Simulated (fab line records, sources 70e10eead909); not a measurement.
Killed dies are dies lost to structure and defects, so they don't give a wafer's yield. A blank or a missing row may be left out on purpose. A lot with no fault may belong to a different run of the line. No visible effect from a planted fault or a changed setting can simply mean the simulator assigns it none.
fab line records	flow nandHarc
record: lots: 7	wafers: 21	lastDay: 24
route steps=1159 shown P_CONTACT@228
lots that met no fault: from a run of the same line without faults
startH: hours from the record's opening day to when the first of the lot's shown wafers began	waitH: hours elapsed since this lot's preceding step	" the same as in the row above	L1.1+2: a single row standing in for several wafers	- either no value or no given start	* or withheld: withheld	< > ~ a bound
route shown NAME@n: a module of which the file shows steps, and the number in the route of the first	usual: average and standard deviation across the fault-free wafers	same: alike in all rows	chamber/n: place in a boat	sites: the reading at each site	_std_site: the standard deviation of these	_edge_site: mean of outer sites minus mean of inner sites	radiusMm: how far each site lies from the wafer's centre	mask NAME#n: copy n	behind: the most recent tool/chamber to have shaped the wafer	hold: cause of the lot's hold/its duration in hours/its outcome	device: the transistor (n, p or np) that didn't switch	end of line: the same wafers' tests at the end of the route	for a step that has no rows: nothing shown but its recipe	killed: dies lost to structure and defects at the first sort, not the wafer's yield	map: dies across one wafer; x = killed, . = not, _ = none there
set.NAME: the setting as run; set.NAME@STEP: as run at that earlier step	model.NAME: the simulator's own value behind a step, which no gauge read
lots seen at some steps along the route; tables by step, rows by wafer
services: the hour from which a tool's chamber was out of use, counted from the record's first day as startH (under 0 if before that day), plus the number of hours and why
== steps ==
step: NHARC_P_CONTACT_EBR_08
step: NHARC_P_CONTACT_EXPOSE_09
recipe: na: 1.35	targetCdNm: 90	doseMj: 81.26	maskId: P_CA
step: NHARC_P_CONTACT_PEB_10
recipe: pebTempC: 100	pebTimeS: 65
step: NHARC_P_CONTACT_DEVELOP_11
recipe: developTimeS: 35	devTempC: 23
step: NHARC_P_CONTACT_CD_MEAS_12
recipe: targetCdNm: 90	landingEnergyEv: 500
usual: cdNm: 90.0/0.63
lot.wafer	tool	chamber	startH	waitH	cdNm
L351.1	cdSem-01	0	107.85	-	89.4
L351.2	"	0	"	"	89.3
L351.6	"	0	"	"	89.0
L353.2	cdSem-02	0	120.75	-	90.4
L353.5	"	0	"	"	90.1
L353.6	"	0	"	"	91.1
L358.1	cdSem-01	0	161.43	-	90.9
L358.5	"	0	"	"	90.6
L358.6	"	0	"	"	90.9
L360.1	cdSem-02	0	174.00	-	91.3
L360.3	"	0	"	"	90.8
L360.6	"	0	"	"	90.6
L361.2	cdSem-02	0	190.16	-	90.3
L361.3	"	0	"	"	90.1
L361.5	"	0	"	"	90.4
L367.1	cdSem-03	0	211.09	-	90.4
L367.4	"	0	"	"	89.2
L367.6	"	0	"	"	90.2
L371.1	cdSem-02	0	229.79	-	89.9
L371.4	"	0	"	"	89.3
L371.5	"	0	"	"	89.8
step: NHARC_P_CONTACT_OVL_MEAS_13
usual: overlayXNm: -0.1/0.96	overlayYNm: 0.2/0.93
lot.wafer	tool	chamber	startH	waitH	overlayXNm	overlayYNm
L351.1	overlay-01	-	107.96	-	-0.1	0.3
L351.2	"	-	"	"	-0.4	-0.2
L351.6	"	-	"	"	0.1	0.0
L353.2	overlay-02	-	120.83	-	0.6	1.4
L353.5	"	-	"	"	0.3	1.2
L353.6	"	-	"	"	1.0	1.2
L358.1	overlay-02	-	161.53	-	0.9	-1.2
L358.5	"	-	"	"	0.9	-0.9
L358.6	"	-	"	"	1.5	-0.5
L360.1	overlay-02	-	174.09	-	-1.4	-0.4
L360.3	"	-	"	"	-0.9	-0.2
L360.6	"	-	"	"	-1.1	-0.6
L361.2	overlay-01	-	190.26	-	-1.4	0.9
L361.3	"	-	"	"	-1.5	0.4
L361.5	"	-	"	"	-1.5	0.9
L367.1	overlay-01	-	211.18	-	0.8	-0.8
L367.4	"	-	"	"	0.8	-1.6
L367.6	"	-	"	"	0.9	-1.0
L371.1	overlay-02	-	229.88	-	-1.0	0.3
L371.4	"	-	"	"	-0.7	0.1
L371.5	"	-	"	"	-0.5	0.2
step: NHARC_P_CONTACT_INSPECT_14
usual: rawDefectCount: 3.7/2.2
lot.wafer	tool	chamber	startH	waitH	rawDefectCount
L351.1	defectInspect-01	-	107.99	0.0	1
L351.2	"	-	"	"	5
L351.6	"	-	"	"	3
L353.2	defectInspect-02	-	120.87	0.0	2
L353.5	"	-	"	"	10
L353.6	"	-	"	"	3
L358.1	defectInspect-01	-	161.57	0.0	2
L358.5	"	-	"	"	4
L358.6	"	-	"	"	1
L360.1	defectInspect-01	-	174.12	0.0	2
L360.3	"	-	"	"	2
L360.6	"	-	"	"	5
L361.2	defectInspect-02	-	190.29	0.0	9
L361.3	"	-	"	"	5
L361.5	"	-	"	"	6
L367.1	defectInspect-01	-	211.22	0.0	1
L367.4	"	-	"	"	3
L367.6	"	-	"	"	0
L371.1	defectInspect-01	-	229.91	0.0	3
L371.4	"	-	"	"	1
L371.5	"	-	"	"	5
step: NHARC_P_CONTACT_DESCUM_17
recipe: timeS: 3	o2FlowSccm: 200	arFlowSccm: 0	biasPowerW: 0	chemistry: O2
usual: drypumpMotorCurrentA: 5.5/0.43	oesProductAu: 1.001/0.007	rfVppV: 57.8/0.93	showerheadPlenumPTorr: 1.91/0.098	throttleValvePct: 11.311/0.0097
lot.wafer	tool	chamber	startH	waitH	drypumpMotorCurrentA	oesProductAu	rfHoursCounterH	rfVppV	showerheadPlenumPTorr	throttleValvePct
L351.1	rieDiel-08	1	108.05	0.1	5.9	1.000	16	56.1	1.81	11.313
L351.2	"	3	"	"	5.1	1.001	17	56.5	1.81	11.300
L351.6	"	1	"	"	5.8	1.000	-	55.9	1.81	11.299
L353.2	rieDiel-08	0	120.96	0.1	4.9	0.998	18	57.8	1.78	11.317
L353.5	"	1	"	"	5.8	0.990	-	56.1	1.81	11.322
L353.6	"	2	"	"	5.5	0.996	-	57.8	2.00	11.307
L358.1	rieDiel-08	1	161.63	0.1	5.8	0.997	2	56.7	1.80	11.310
L358.6	"	1	"	"	5.8	1.001	-	58.0	1.81	11.314
L358.5	"	2	"	"	5.5	0.998	-	57.8	2.00	11.330
L360.3	rieDiel-08	0	174.19	0.1	4.8	0.997	3	57.9	1.78	11.317
L360.1	"	1	"	"	5.9	1.001	3	58.0	1.80	11.329
L360.6	"	1	"	"	5.8	0.999	-	57.9	1.80	11.306
L361.2	rieDiel-08	1	190.36	0.1	5.8	1.010	5	57.6	1.80	11.310
L361.3	"	3	"	"	5.1	1.009	4	57.7	1.80	11.326
L361.5	"	1	"	"	5.8	1.002	-	57.2	1.80	11.305
L367.1	rieDiel-11	0	211.28	0.1	5.9	0.996	1	58.3	2.00	11.305
L367.4	"	3	"	"	5.3	1.003	1	58.2	2.02	11.290
L367.6	"	1	"	"	5.3	1.012	-	58.4	2.00	11.321
L371.4	rieDiel-11	0	229.98	0.1	5.9	1.000	3	57.2	2.00	11.339
L371.1	"	2	"	"	6.2	1.013	3	57.9	1.94	11.308
L371.5	"	0	"	"	5.9	0.992	-	57.8	2.00	11.317
step: NHARC_P_CONTACT_ETCH_35
recipe: targetDepthA: 390	overEtchFrac: 0.3	timeS: 65	ionEnergyEv: 80	cf4FlowSccm: 150	arFlowSccm: 0	rfW: 300	biasW: 100	chemistry: CF4
usual: drypumpMotorCurrentA: 5.5/0.41	oesProductAu: 1.000/0.0062	rfVppV: 151.2/1.3	showerheadPlenumPTorr: 1.77/0.084	throttleValvePct: 13.284/0.009
lot.wafer	tool	chamber	startH	waitH	drypumpMotorCurrentA	oesProductAu	rfHoursCounterH	rfVppV	showerheadPlenumPTorr	throttleValvePct
L351.2	rieDiel-08	2	108.15	0.1	5.5	1.008	16	152.2	1.85	13.287
L351.1	"	3	"	"	5.1	1.006	17	150.2	1.68	13.292
L351.6	"	2	"	"	5.5	0.995	-	152.0	1.85	13.291
L353.2	rieDiel-08	2	121.03	0.1	5.5	0.999	17	152.1	1.85	13.272
L353.5	"	0	"	"	4.8	1.005	-	151.4	1.65	13.287
L353.6	"	1	"	"	5.8	1.001	-	151.0	1.68	13.272
L358.1	rieDiel-08	2	161.72	0.1	5.5	1.002	2	151.7	1.85	13.285
L358.5	"	0	"	"	4.8	0.999	-	151.0	1.65	13.290
L358.6	"	1	"	"	5.8	1.005	-	150.2	1.68	13.287
L360.1	rieDiel-08	2	174.29	0.1	5.5	1.002	3	151.1	1.85	13.284
L360.3	"	1	"	"	5.8	1.008	3	150.9	1.68	13.289
L360.6	"	1	"	"	5.8	1.003	-	150.2	1.67	13.296
L361.3	rieDiel-08	0	190.44	0.1	4.9	1.000	5	150.3	1.65	13.288
L361.2	"	2	"	"	5.6	1.003	5	151.0	1.85	13.278
L361.5	"	0	"	"	4.9	0.997	-	148.4	1.65	13.280
L367.4	rieDiel-11	0	211.36	0.1	5.9	0.996	1	152.6	1.84	13.291
L367.1	"	1	"	"	5.3	1.004	1	153.7	1.85	13.286
L367.6	"	0	"	"	5.9	0.988	-	152.9	1.84	13.290
L371.4	rieDiel-11	1	230.06	0.1	5.3	1.003	2	152.6	1.84	13.291
L371.1	"	3	"	"	5.3	0.998	3	152.8	1.86	13.276
L371.5	"	2	"	"	6.2	0.997	-	151.5	1.79	13.282
step: NHARC_P_CONTACT_ETCH_36
recipe: targetDepthA: 2600	overEtchFrac: 0.25	timeS: 406.25	ionEnergyEv: 200	n2FlowSccm: 150	h2FlowSccm: 150	arFlowSccm: 0	rfW: 400	biasW: 150	chemistry: N2/H2
usual: drypumpMotorCurrentA: 5.5/0.43	oesProductAu: 1.002/0.0063	rfVppV: 430/3	showerheadPlenumPTorr: 2.04/0.11	throttleValvePct: 14.170/0.0091
lot.wafer	tool	chamber	startH	waitH	drypumpMotorCurrentA	oesProductAu	rfHoursCounterH	rfVppV	showerheadPlenumPTorr	throttleValvePct
L351.1	rieDiel-08	2	-	-	5.5	0.995	16	433	2.14	14.171
L351.2	"	1	"	"	5.8	0.998	16	428	1.92	14.174
L351.6	"	3	"	"	5.1	1.001	-	429	1.92	14.162
L353.2	rieDiel-08	1	-	-	5.8	1.004	18	428	1.92	14.169
L353.5	"	3	"	"	5.2	1.003	-	427	1.92	14.163
L353.6	"	0	"	"	4.9	1.004	-	427	1.89	14.166
L358.1	rieDiel-08	2	-	-	5.5	0.993	2	432	2.14	14.184
L358.5	"	1	"	"	5.8	0.998	-	428	1.92	14.188
L358.6	"	2	"	"	5.5	1.002	-	433	2.14	14.165
L360.1	rieDiel-08	1	-	-	5.8	1.001	3	427	1.92	14.169
L360.3	"	0	"	"	4.8	1.005	3	427	1.89	14.163
L360.6	"	0	"	"	4.8	0.994	-	427	1.89	14.157
L361.3	rieDiel-08	0	-	-	4.8	1.003	5	427	1.89	14.179
L361.2	"	1	"	"	5.8	1.003	5	428	1.92	14.176
L361.5	"	0	"	"	4.9	1.016	-	425	1.89	14.158
L367.1	rieDiel-11	0	-	-	5.9	1.002	1	433	2.13	14.165
L367.4	"	2	"	"	6.2	1.010	1	432	2.07	14.165
L367.6	"	0	"	"	5.9	0.997	-	433	2.13	14.185
L371.1	rieDiel-11	3	-	-	5.3	1.005	3	434	2.15	14.176
L371.4	"	0	"	"	5.9	0.998	3	433	2.13	14.184
L371.5	"	2	"	"	6.2	1.004	-	431	2.07	14.157
step: NHARC_P_CONTACT_ETCH_18
recipe: targetDepthA: 4810	timeS: 240.5	c4f8FlowSccm: 20	o2FlowSccm: 10	arFlowSccm: withheld	rfW: 600	biasW: 1500	chemistry: C4F8/O2/Ar
usual: oesProductAu: 0.964/0.018	rfVppV: 978/6.9
lot.wafer	tool	chamber	startH	waitH	oesProductAu	rfHoursCounterH	rfVppV
L351.1	rieDiel-08	1	-	-	0.937	16	971
L351.2	"	2	"	"	0.946	16	985
L351.6	"	0	"	"	0.955	-	969
L353.2	rieDiel-08	2	-	-	0.951	17	985
L353.6	"	0	"	"	0.965	-	967
L353.5	"	1	"	"	0.964	-	971
L358.1	rieDiel-08	2	-	-	0.963	2	984
L358.6	"	2	"	"	0.957	-	984
L358.5	"	3	"	"	0.971	-	969
L360.1	rieDiel-08	0	-	-	0.963	3	968
L360.3	"	1	"	"	0.963	3	970
L360.6	"	1	"	"	0.956	-	969
L361.3	rieDiel-08	0	-	-	0.965	6	967
L361.2	"	1	"	"	0.964	5	970
L361.5	"	3	"	"	0.977	-	971
L367.1	rieDiel-11	0	-	-	0.963	1	984
L367.4	"	1	"	"	0.962	1	985
L367.6	"	2	"	"	0.986	-	981
L371.1	rieDiel-11	3	-	-	0.967	3	986
L371.4	"	0	"	"	0.951	3	985
L371.5	"	3	"	"	0.963	-	987
step: NHARC_P_CONTACT_STRIP_37
recipe: c4f8FlowSccm: withheld	o2FlowSccm: 8	arFlowSccm: withheld	biasW: 0	chemistry: C4F8/O2/Ar
step: NHARC_P_CONTACT_ETCH_31
recipe: targetDepthA: 300	timeS: 85.7	ionEnergyEv: 120	overEtchFrac: 1	ch3fFlowSccm: 50	o2FlowSccm: 30	arFlowSccm: 200	rfW: 500	biasW: 100	chemistry: CH3F/O2
usual: drypumpMotorCurrentA: 5.5/0.43	oesProductAu: 0.981/0.012	rfVppV: 244.1/2	showerheadPlenumPTorr: 2.45/0.12	throttleValvePct: 20.664/0.0087
lot.wafer	tool	chamber	startH	waitH	drypumpMotorCurrentA	oesProductAu	rfHoursCounterH	rfVppV	showerheadPlenumPTorr	throttleValvePct
L351.2	rieDiel-08	3	108.80	-	5.1	0.975	17	242.5	2.33	20.663
L351.1	"	2	"	"	5.5	0.970	16	246.5	2.57	20.673
L351.6	"	0	"	"	4.8	0.973	-	243.0	2.29	20.681
L353.2	rieDiel-08	0	121.68	-	4.9	0.993	18	242.0	2.29	20.661
L353.5	"	3	"	"	5.1	0.977	-	241.5	2.32	20.671
L353.6	"	0	"	"	4.9	0.989	-	243.6	2.29	20.652
L358.1	rieDiel-08	2	162.39	-	5.5	0.677	2	246.3	2.57	20.660
L358.6	"	3	"	"	5.1	0.667	-	242.9	2.32	20.663
L358.5	"	0	"	"	4.8	0.677	-	240.9	2.29	20.677
L360.1	rieDiel-08	2	175.07	-	5.5	0.668	4	245.1	2.57	20.676
L360.3	"	0	"	"	4.8	0.667	4	240.9	2.29	20.647
L360.6	"	2	"	"	5.5	0.677	-	246.8	2.57	20.671
L361.2	rieDiel-08	1	191.10	-	5.8	0.666	5	243.7	2.32	20.651
L361.3	"	0	"	"	4.9	0.667	6	240.9	2.29	20.672
L361.5	"	2	"	"	5.5	0.680	-	245.7	2.57	20.661
L367.1	rieDiel-11	2	212.04	-	6.2	0.978	1	244.9	2.49	20.656
L367.4	"	3	"	"	5.3	1.003	1	247.2	2.59	20.659
L367.6	"	1	"	"	5.3	0.974	-	246.5	2.57	20.663
L371.1	rieDiel-11	3	230.73	-	5.3	0.979	3	247.0	2.59	20.669
L371.4	"	1	"	"	5.3	0.997	3	245.5	2.57	20.664
L371.5	"	3	"	"	5.3	0.988	-	246.0	2.59	20.651
step: NHARC_P_CONTACT_CD_MEAS_19
usual: cdNm: 90.3/1.1
lot.wafer	tool	chamber	startH	waitH	cdNm
L351.1	cdSem-02	-	108.93	-	90.0
L351.2	"	-	"	"	89.3
L351.6	"	-	"	"	89.1
L353.2	cdSem-02	-	121.80	-	91.9
L353.5	"	-	"	"	89.9
L353.6	"	-	"	"	91.2
L358.1	cdSem-01	-	162.50	-	91.5
L358.5	"	-	"	"	90.4
L358.6	"	-	"	"	91.2
L360.1	cdSem-01	-	175.21	-	90.4
L360.3	"	-	"	"	92.2
L360.6	"	-	"	"	91.7
L361.2	cdSem-02	-	191.23	-	88.0
L361.3	"	-	"	"	89.7
L361.5	"	-	"	"	90.1
L367.1	cdSem-03	-	212.15	-	91.2
L367.4	"	-	"	"	90.5
L367.6	"	-	"	"	90.4
L371.1	cdSem-02	-	230.85	-	89.4
L371.4	"	-	"	"	89.0
L371.5	"	-	"	"	90.5
== services ==
tool	chamber	startH	hours	kind
rieDiel-08	0	84.62	4.7	repair
rieDiel-08	0	103.94	-	clean
rieDiel-08	1	103.94	-	clean
rieDiel-08	2	103.94	-	clean
rieDiel-08	3	103.94	-	clean
rieDiel-08	-	124.80	9.0	pm
rieDiel-08	0	124.80	9.0	ventCycle
rieDiel-08	1	124.80	9.0	ventCycle
rieDiel-08	2	124.80	9.0	ventCycle
rieDiel-08	3	124.80	9.0	ventCycle
rieDiel-08	0	133.80	-	clean
rieDiel-08	1	133.80	-	clean
rieDiel-08	2	133.80	-	clean
rieDiel-08	3	133.80	-	clean
rieDiel-08	0	158.30	-	clean
rieDiel-08	1	158.30	-	clean
rieDiel-08	2	158.30	-	clean
rieDiel-08	3	158.30	-	clean
rieDiel-08	3	169.80	7.6	repair
rieDiel-08	0	182.80	-	clean
rieDiel-08	1	182.80	-	clean
rieDiel-08	2	182.80	-	clean
rieDiel-08	3	182.80	-	clean
rieDiel-11	-	189.52	9.0	pm
== key ==
firstSign: step: NHARC_P_CONTACT_ETCH_31	reading: oesProductAu	direction: down	sigmas: 26	usual: 0.981	struck: 0.672
effect none on later readings
metAt NHARC_P_CONTACT_ETCH_31
struckWafers L358.1,L358.5,L358.6,L360.1,L360.3,L360.6,L361.2,L361.3,L361.5
rowsEnd L360.1,L360.3,L360.6,L361.2,L361.3,L361.5
testerLeftOut L358
onsetBetween 121.68 162.39
fault: kind: processParameterDrift	tool: rieDiel-08	chamber: -	onsetH: 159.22	steps: NHARC_P_CONTACT_ETCH_31	channel: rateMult	offset: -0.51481	shape: step
testerLeftOut: of these lots the tester's yield and bins aren't shown, on N5 and GAA mostly nor the transistor test; their killed dies are dies lost to structure and defects alone, not to doping, threshold or leakage, so they don't give the yield
rowsEnd: these wafers met a further fault down the route, and their rows from its step on are left out
